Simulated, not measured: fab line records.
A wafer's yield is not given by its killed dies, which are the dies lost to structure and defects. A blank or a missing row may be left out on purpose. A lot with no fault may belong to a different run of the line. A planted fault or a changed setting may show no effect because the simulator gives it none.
Which tool did it? || flow n5 finfet || 12 lots, 36 wafers sampled, at 4 steps of a route of 1938

WHAT EACH GAUGE READ, for each wafer
N5_PASSIVATION_OVL_MEAS_66. Usual: for PASS_OPEN_OVL the level is -3 nm and the standard deviation is 5.3.
{"lot": "L642", "measured": "day 11 23:13", "on": "overlay-01", "PASS_OPEN_OVL (nm)": "4 -2 -3", "flag": ""}
{"lot": "L644", "measured": "day 12 06:58", "on": "overlay-02", "PASS_OPEN_OVL (nm)": "-3 -3 -1", "flag": ""}
{"lot": "L643", "measured": "day 12 21:05", "on": "overlay-01", "PASS_OPEN_OVL (nm)": "-1 0 -1", "flag": ""}
{"lot": "L646", "measured": "day 13 21:08", "on": "overlay-02", "PASS_OPEN_OVL (nm)": "0 -7 -3", "flag": ""}
{"lot": "L647", "measured": "day 14 00:36", "on": "overlay-01", "PASS_OPEN_OVL (nm)": "-3 -8 -2", "flag": ""}
{"lot": "L648", "measured": "day 14 04:44", "on": "overlay-01", "PASS_OPEN_OVL (nm)": "-3 -2 -16", "flag": ""}
{"lot": "L651", "measured": "day 14 13:07", "on": "overlay-01", "PASS_OPEN_OVL (nm)": "-8 -3 -9", "flag": ""}
{"lot": "L654", "measured": "day 15 18:49", "on": "overlay-01", "PASS_OPEN_OVL (nm)": "-3 8 2", "flag": ""}
{"lot": "L655", "measured": "day 16 08:52", "on": "overlay-02", "PASS_OPEN_OVL (nm)": "-10 -6 9", "flag": ""}
{"lot": "L662", "measured": "day 17 23:12", "on": "overlay-02", "PASS_OPEN_OVL (nm)": "-7 -4 -3", "flag": ""}
{"lot": "L663", "measured": "day 17 23:15", "on": "overlay-01", "PASS_OPEN_OVL (nm)": "-9 -2 -4", "flag": ""}
{"lot": "L664", "measured": "day 19 11:26", "on": "overlay-01", "PASS_OPEN_OVL (nm)": "-3 2 -5", "flag": ""}

TOOL THAT RAN EACH LOT (tool first, then ch and the chambers of the sampled wafers, then the start)
{"lot": "L642", "N5_BEOL_M0_HM_STRIP_129": "wet bench-03 ch 1,2,3, day 5 22:22", "N5_PASSIVATION_STRIP_14": "rie diel-05 ch 0,2,3, day 11 18:22", "N5_PASSIVATION_AL_DEP_21": "pvd sputter-03, day 11 20:41"}
{"lot": "L644", "N5_BEOL_M0_HM_STRIP_129": "wet bench-06 ch 1,5,6, day 6 04:23", "N5_PASSIVATION_STRIP_14": "rie diel-03 ch 0,2,3, day 12 03:38", "N5_PASSIVATION_AL_DEP_21": "pvd sputter-03, day 12 04:29"}
{"lot": "L643", "N5_BEOL_M0_HM_STRIP_129": "wet bench-03 ch 0,1,3, day 6 06:01", "N5_PASSIVATION_STRIP_14": "rie diel-03 ch 0,3, day 12 17:58", "N5_PASSIVATION_AL_DEP_21": "pvd sputter-03, day 12 18:51"}
{"lot": "L646", "N5_BEOL_M0_HM_STRIP_129": "wet bench-03 ch 0,2,7, day 7 08:41", "N5_PASSIVATION_STRIP_14": "rie diel-03 ch 1,2,3, day 13 17:43", "N5_PASSIVATION_AL_DEP_21": "pvd sputter-01, day 13 18:46"}
{"lot": "L647", "N5_BEOL_M0_HM_STRIP_129": "wet bench-03 ch 1,3,6, day 7 11:42", "N5_PASSIVATION_STRIP_14": "rie diel-06 ch 0,1, day 13 19:52", "N5_PASSIVATION_AL_DEP_21": "pvd sputter-01, day 13 22:01"}
{"lot": "L648", "N5_BEOL_M0_HM_STRIP_129": "wet bench-06 ch 0,1,4, day 7 12:39", "N5_PASSIVATION_STRIP_14": "rie diel-03 ch 1,2,3, day 13 23:53", "N5_PASSIVATION_AL_DEP_21": "pvd sputter-02, day 14 01:53"}
{"lot": "L651", "N5_BEOL_M0_HM_STRIP_129": "wet bench-03 ch 1,3,5, day 8 04:07", "N5_PASSIVATION_STRIP_14": "rie diel-05 ch 1,3, day 14 10:07", "N5_PASSIVATION_AL_DEP_21": "pvd sputter-03, day 14 10:53"}
{"lot": "L654", "N5_BEOL_M0_HM_STRIP_129": "wet bench-05 ch 0,1,5, day 9 04:43", "N5_PASSIVATION_STRIP_14": "rie diel-03 ch 2,3, day 15 15:45", "N5_PASSIVATION_AL_DEP_21": "pvd sputter-01, day 15 16:17"}
{"lot": "L655", "N5_BEOL_M0_HM_STRIP_129": "wet bench-03 ch 0,3,4, day 9 11:20", "N5_PASSIVATION_STRIP_14": "rie diel-06 ch 0,1, day 16 05:32", "N5_PASSIVATION_AL_DEP_21": "pvd sputter-01, day 16 06:22"}
{"lot": "L662", "N5_BEOL_M0_HM_STRIP_129": "wet bench-06 ch 2,3,4, day 10 22:19", "N5_PASSIVATION_STRIP_14": "rie diel-03 ch 0,2,3, day 17 19:01", "N5_PASSIVATION_AL_DEP_21": "pvd sputter-02, day 17 20:02"}
{"lot": "L663", "N5_BEOL_M0_HM_STRIP_129": "wet bench-05 ch 0,2,4, day 11 08:58", "N5_PASSIVATION_STRIP_14": "rie diel-06 ch 1,2,3, day 17 19:32", "N5_PASSIVATION_AL_DEP_21": "pvd sputter-02, day 17 20:22"}
{"lot": "L664", "N5_BEOL_M0_HM_STRIP_129": "wet bench-06 ch 1,4,5, day 11 17:28", "N5_PASSIVATION_STRIP_14": "rie diel-06 ch 1,2, day 19 05:32", "N5_PASSIVATION_AL_DEP_21": "pvd sputter-01, day 19 07:23"}
- N5_BEOL_M0_HM_STRIP_129: strips TiN in peroxide tin strip, target depth 17 nm, time 108 s.
- N5_PASSIVATION_STRIP_14: strips in O2.
- N5_PASSIVATION_AL_DEP_21: deposits Al, target thk 2800 nm, time 170 s.

AS READ BY THE TOOLS THEMSELVES (means over the sampled wafers that have a number; for cases with no such wafer, the mark the record gives instead)
N5_PASSIVATION_STRIP_14. Usual: drypump motor current A 5.5 A, standard deviation 0.4; oes product au 0.79 a.u., standard deviation 0.078; rf vpp V 3.6 V, standard deviation 0.87; showerhead plenum p Torr 2.09 Torr, standard deviation 0.048; throttle valve pct 16.64 %, standard deviation 0.2.
{"lot": "L642", "tool": "rie diel-05", "drypump motor current A (A)": 5.4, "oes product au (a.u.)": 0.74, "rf vpp V (V)": 3.5, "showerhead plenum p Torr (Torr)": 2.08, "throttle valve pct (%)": 16.81, "flag": ""}
{"lot": "L644", "tool": "rie diel-03", "drypump motor current A (A)": 5.8, "oes product au (a.u.)": 0.75, "rf vpp V (V)": 4.0, "showerhead plenum p Torr (Torr)": 2.10, "throttle valve pct (%)": 16.59, "flag": ""}
{"lot": "L643", "tool": "rie diel-03", "drypump motor current A (A)": 6.0, "oes product au (a.u.)": 0.83, "rf vpp V (V)": 2.3, "showerhead plenum p Torr (Torr)": 2.06, "throttle valve pct (%)": 16.58, "flag": ""}
{"lot": "L646", "tool": "rie diel-03", "drypump motor current A (A)": 5.4, "oes product au (a.u.)": 0.73, "rf vpp V (V)": 3.3, "showerhead plenum p Torr (Torr)": 2.11, "throttle valve pct (%)": 16.66, "flag": ""}
{"lot": "L647", "tool": "rie diel-06", "drypump motor current A (A)": 5.7, "oes product au (a.u.)": 0.82, "rf vpp V (V)": 4.3, "showerhead plenum p Torr (Torr)": 2.17, "throttle valve pct (%)": 16.66, "flag": ""}
{"lot": "L648", "tool": "rie diel-03", "drypump motor current A (A)": 5.4, "oes product au (a.u.)": 0.73, "rf vpp V (V)": 3.1, "showerhead plenum p Torr (Torr)": 2.11, "throttle valve pct (%)": 16.66, "flag": ""}
{"lot": "L651", "tool": "rie diel-05", "drypump motor current A (A)": 5.2, "oes product au (a.u.)": 0.76, "rf vpp V (V)": 4.2, "showerhead plenum p Torr (Torr)": 2.07, "throttle valve pct (%)": 16.51, "flag": ""}
{"lot": "L654", "tool": "rie diel-03", "drypump motor current A (A)": 5.5, "oes product au (a.u.)": 0.69, "rf vpp V (V)": 3.4, "showerhead plenum p Torr (Torr)": 2.10, "throttle valve pct (%)": 16.82, "flag": ""}
{"lot": "L655", "tool": "rie diel-06", "drypump motor current A (A)": 5.6, "oes product au (a.u.)": 0.89, "rf vpp V (V)": 3.7, "showerhead plenum p Torr (Torr)": 2.16, "throttle valve pct (%)": 16.54, "flag": ""}
{"lot": "L662", "tool": "rie diel-03", "drypump motor current A (A)": 5.8, "oes product au (a.u.)": 0.72, "rf vpp V (V)": 4.2, "showerhead plenum p Torr (Torr)": 2.08, "throttle valve pct (%)": 16.68, "flag": ""}
{"lot": "L663", "tool": "rie diel-06", "drypump motor current A (A)": 5.5, "oes product au (a.u.)": 0.80, "rf vpp V (V)": 3.9, "showerhead plenum p Torr (Torr)": 2.11, "throttle valve pct (%)": 16.71, "flag": ""}
{"lot": "L664", "tool": "rie diel-06", "drypump motor current A (A)": 5.8, "oes product au (a.u.)": 0.75, "rf vpp V (V)": 3.2, "showerhead plenum p Torr (Torr)": 2.13, "throttle valve pct (%)": 16.81, "flag": ""}

N5_PASSIVATION_AL_DEP_21. Usual: throttle valve pct reads 30.3 % (standard deviation 1.2).
{"lot": "L642", "tool": "pvd sputter-03", "throttle valve pct (%)": 30.6, "flag": ""}
{"lot": "L644", "tool": "pvd sputter-03", "throttle valve pct (%)": 29.4, "flag": ""}
{"lot": "L643", "tool": "pvd sputter-03", "throttle valve pct (%)": 29.1, "flag": ""}
{"lot": "L646", "tool": "pvd sputter-01", "throttle valve pct (%)": 29.8, "flag": ""}
{"lot": "L647", "tool": "pvd sputter-01", "throttle valve pct (%)": 30.0, "flag": ""}
{"lot": "L648", "tool": "pvd sputter-02", "throttle valve pct (%)": 30.1, "flag": ""}
{"lot": "L651", "tool": "pvd sputter-03", "throttle valve pct (%)": 31.7, "flag": ""}
{"lot": "L654", "tool": "pvd sputter-01", "throttle valve pct (%)": 30.0, "flag": ""}
{"lot": "L655", "tool": "pvd sputter-01", "throttle valve pct (%)": 30.9, "flag": ""}
{"lot": "L662", "tool": "pvd sputter-02", "throttle valve pct (%)": 30.9, "flag": ""}
{"lot": "L663", "tool": "pvd sputter-02", "throttle valve pct (%)": 31.4, "flag": ""}
{"lot": "L664", "tool": "pvd sputter-01", "throttle valve pct (%)": 30.9, "flag": ""}

THE ANSWER, worked out from the rows above alone
Rule: lot off if the mean of its wafers having a number is beyond 3 standard deviations from the usual mean. A lot without any number at a reading at which 4 lots or more have one is off too. Any other lot the step has rows for is counted as sound. The gauges are gone through in route order, then the tools' own readings, and for those a lot's mean is taken as printed above. At the first step where some lot is off, the reading lying furthest off is the one used; lots without a number count as furthest.
Across all readings shown, no lot is off: no conclusion can be drawn from this.

WHAT THE SIMULATOR HAD INSERTED
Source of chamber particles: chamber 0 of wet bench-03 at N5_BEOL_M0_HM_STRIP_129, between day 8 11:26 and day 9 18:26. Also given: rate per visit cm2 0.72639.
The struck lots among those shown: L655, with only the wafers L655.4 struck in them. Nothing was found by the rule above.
